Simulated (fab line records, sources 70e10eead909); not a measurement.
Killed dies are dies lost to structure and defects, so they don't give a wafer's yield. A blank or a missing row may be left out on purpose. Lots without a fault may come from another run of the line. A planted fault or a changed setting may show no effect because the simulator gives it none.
Chamber matching | flow nand_harc | NHARC_P_CONTACT_ETCH_35 on rie_diel-08: 4 sister chambers
The step etches the open film in CF4, target depth 39 nm, time 65 s. 8 wafers are shown with their chamber, then 9 later ones without.

WAFERS WITH THEIR CHAMBER
wafer  | chamber | drypump_motor_current_A (A) | rf_vpp_V (V)
L083.3 | 3       | 6.7                         | 149.3
L084.4 | 3       | 6.7                         | 149.8
L085.1 | 1       | 5.8                         | 148.5
L085.3 | 0       | 5.7                         | 153.5
L085.5 | 2       | 6.0                         | 150.2
L086.3 | 2       | 6.0                         | 149.8
L086.5 | 1       | 5.8                         | 149.2
L086.6 | 0       | 5.6                         | 152.1

WAFERS WITHOUT THEIR CHAMBER
wafer  | drypump_motor_current_A (A) | rf_vpp_V (V)
L089.1 | 6.7                         | 149.8
L089.3 | 5.8                         | 149.2
L089.6 | 5.8                         | 148.4
L093.1 | 6.7                         | 150.0
L093.2 | 5.8                         | 150.3
L093.6 | 6.7                         | 150.0
L094.2 | 6.7                         | 149.5
L094.3 | 5.6                         | 152.0
L094.6 | 5.9                         | 148.5

WHICH CHAMBER EACH WENT THROUGH
wafer  | from the rows above     | in truth
L089.1 | 3                       | 3
L089.3 | 1                       | 1
L089.6 | 1                       | 1
L093.1 | 3                       | 3
L093.2 | 1                       | 1
L093.6 | 3                       | 3
L094.2 | 3                       | 3
L094.3 | 0                       | 0
L094.6 | can't be placed: 1 or 2 | 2
Placed correctly: 8 of 9. Can't be placed from these rows: 1 (the true chamber is among the candidates in 1). Placed wrongly: 0.
How it was worked out, from the rows above alone: a wafer's distance from a chamber is the root of the sum, over the readings, of the square of ((its reading less the chamber's mean) divided by the reading's scatter). The wafer belongs to the nearest chamber; if the next one is less than 2 further off, it can't be placed. A chamber's mean is the mean of its shown wafers. The scatter: the root of (the sum of the squares of (reading less its chamber's mean) over the shown wafers, divided by (wafers less chambers)).
